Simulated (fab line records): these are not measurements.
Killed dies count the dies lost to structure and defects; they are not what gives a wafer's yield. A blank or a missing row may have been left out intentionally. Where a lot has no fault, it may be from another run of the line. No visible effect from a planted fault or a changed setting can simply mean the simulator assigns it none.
A lot that was struck, set against a sound lot	flow n5Finfet	27 out of 1938 route steps
Sound: wafers L360.1, L360.4, L360.5. Struck: wafer L373.3 (left out: L373.4, a lot-mate that was not struck); the cause follows at the end.
Each step with rows lists, per side, the tool, then ch with its chambers, then its first start. Under that, the readings that differ: sound wafers	struck wafers	difference of the means	sigmas: that difference in standard deviations of wafers without a fault.
alike: readings with means less than 2 such deviations apart, plus words and numbers identical on both sides. not compared: withheld readings, readings lacking a value on some wafer, bounds such as >300 that could conceal the same value, and numbers that have no deviation in the record and whose values overlap.
The two part at a step that has a row with sigmas, a row that says differs or no value, or rows on one side only. When numbers do not overlap yet have no deviation, they are printed without sigmas and do not part them. A reading that every wafer of one side lacks parts them only if that side has two wafers or more.

N5_STI_FIN_REVEAL_ALD_14: deposits Si3N4, target thk 3 nm.
  sound on aldSin-01 ch 0,3, day 4 09:17; struck on aldSin-03 ch 1, day 7 16:20
  alike: heaterPowerW
then, 2 steps without rows for these wafers: N5_STI_FIN_REVEAL_FCVD_FILL_01 (material SiO2 flowable, target thk 312 nm, time 512.2 s); N5_STI_FIN_REVEAL_DENSIFY_02 (time 1800 s).
N5_STI_FIN_REVEAL_CMP_04: polishes, stops on Si3N4, t overpolish 4 s, target thk 131.83 nm.
  sound on cmp-01 ch 0,2, day 4 14:20; struck on cmp-04 ch 2, day 7 21:22
  alike: motorCurrentA, overpolishRunS, platenRpm, timeToEndpointS
N5_STI_FIN_REVEAL_THK_MEAS_05:
  sound: filmMetro-02 at day 4 14:38; struck: filmMetro-01 at day 7 21:40
  alike: thkNm
N5_STI_FIN_REVEAL_DENSIFY_30:
  sound on rtpAnneal-01 ch 0, day 4 14:58; struck on rtpAnneal-01 ch 0, day 7 21:52
  alike: lampPowerPct, lamp_zone_4_pct, lamp_zone_5_pct
  not compared: wafer_temp_C_max
then, 1 step without rows for these wafers: N5_STI_FIN_REVEAL_ETCHBACK_08 (etches SiO2 in C4F6/O2, target depth 30.5 nm, time 10.167 s).
N5_STI_FIN_REVEAL_STRIP_24: strips in N2/H2, time 90 s.
  sound on rieDiel-01 ch 1,3, day 4 15:16; struck on rieDiel-04 ch 3, day 7 22:03
reading	sound	struck	difference	sigmas
drypumpMotorCurrentA (A)	5.87 5.54 5.88	5.25	-0.51	-2
  alike: biasPowerW, oesProductAu, rfVppV, showerheadPlenumPTorr, throttleValvePct
  not compared: rfHoursCounterH
then, 4 steps without rows for these wafers: N5_STI_FIN_REVEAL_PRECLEAN_25 (cleans in SPM, time 90 s); N5_STI_FIN_REVEAL_PRECLEAN_26 (cleans in SC1, time 45 s); N5_STI_FIN_REVEAL_PRECLEAN_29 (cleans in DHF, time 30 s); N5_STI_FIN_REVEAL_SRD_12 (time 30 s).
N5_STI_FIN_REVEAL_RECESS_09: chemistry HF/NH3, target SiO2, afs cycles 11, target depth 42.5 nm, sublimation time 60 s.
  sound on vaporEtch-01 ch 0,1, day 4 15:29; struck on vaporEtch-02 ch 1, day 7 22:48
reading	sound	struck	difference	sigmas
model.etch.depthNm (nm)	43.25 43.25 43.25	70.35	+27.10	
model.SiNx_of_FIN_SAQP_HM_DEP_03.thkNm (nm)	17.8 17.6 18.4	14.2	-3.7	
  alike: drypumpMotorCurrentA
then, 2 steps without rows for these wafers: N5_STI_FIN_REVEAL_STRIP_16 (strips SiNx in H3PO4, target depth 23.8 nm); N5_STI_FIN_REVEAL_PRECLEAN_17 (cleans in NF3:NH3, afs cycles 1, time 20 s, sublimation time 60 s).
N5_STI_FIN_REVEAL_ETCH_34: etches Si in H2, material Si, target depth 0.97 nm.
  sound on rieSi-06 ch 0,2, day 4 17:34; struck on rieSi-01 ch 3, day 8 00:22
  alike: drypumpMotorCurrentA, oesProductAu, rfFwdPowerW, throttleValvePct
  not compared: rfHoursCounterH
then, 7 steps without rows for these wafers: N5_STI_FIN_REVEAL_OXIDATION_31 (chemistry O2 PLASMA REMOTE, time 20 s); N5_STI_FIN_REVEAL_PRECLEAN_32 (cleans in NF3:NH3, afs cycles 1, time 20 s, sublimation time 60 s); N5_STI_FIN_REVEAL_STRIP_35 (strips Si3N4 in H3PO4, target depth 4 nm, time 39 s); N5_STI_FIN_REVEAL_SRD_21 (time 30 s); N5_STI_FIN_REVEAL_OXIDATION_33 (chemistry O2 PLASMA REMOTE, time 20 s); N5_STI_FIN_REVEAL_CLEAN_19 (cleans in O3/DIW, time 120 s); N5_STI_FIN_REVEAL_SRD_23 (time 30 s).
N5_STI_FIN_REVEAL_CD_MEAS_22: target cd 6.238 nm, pitch 28 nm.
  sound: cdSem-02 at day 4 18:09; struck: cdSem-02 at day 8 00:56
reading	sound	struck	difference	sigmas
cdNm (nm)	6.4 5.9 6.2	6.8	+0.6	+2
N5_STI_FIN_REVEAL_FIN_H_MEAS_10:
  sound: ocd-02 at day 4 18:11; struck: ocd-02 at day 8 00:58
reading	sound	struck	difference	sigmas
trenchDepthNm (nm)	52.2 53.6 51.3	79.1	+26.7	+31
then, 1 step without rows for these wafers: N5_STI_FIN_REVEAL_PRECLEAN_18 (cleans in SC2, time 45 s).
-- here the record skips 8 days between the struck wafers' starts before and after, leaving off in module STI_FIN_REVEAL and picking up in module BEOL_M4 (first step shown: number 1111 of the route) --
N5_BEOL_M4_RC_MEAS_101:
  sound on prober-01 ch 0, day 14 01:27; struck on prober-02 ch 0, day 16 04:45
reading	sound	struck	difference	sigmas
ION_N (uA/um)	649 663 642	681	+30	+2
VT_N (mV)	255 255 258	247	-9	-2
  alike: DIBL_N, DIBL_P, IOFF_N, IOFF_P, ION_P, SS_N, SS_P, VT_P

## WHERE THEY PART
At N5_STI_FIN_REVEAL_STRIP_24 first; at N5_BEOL_M4_RC_MEAS_101 last (within this record only).

WHY: what had been put in by the simulator
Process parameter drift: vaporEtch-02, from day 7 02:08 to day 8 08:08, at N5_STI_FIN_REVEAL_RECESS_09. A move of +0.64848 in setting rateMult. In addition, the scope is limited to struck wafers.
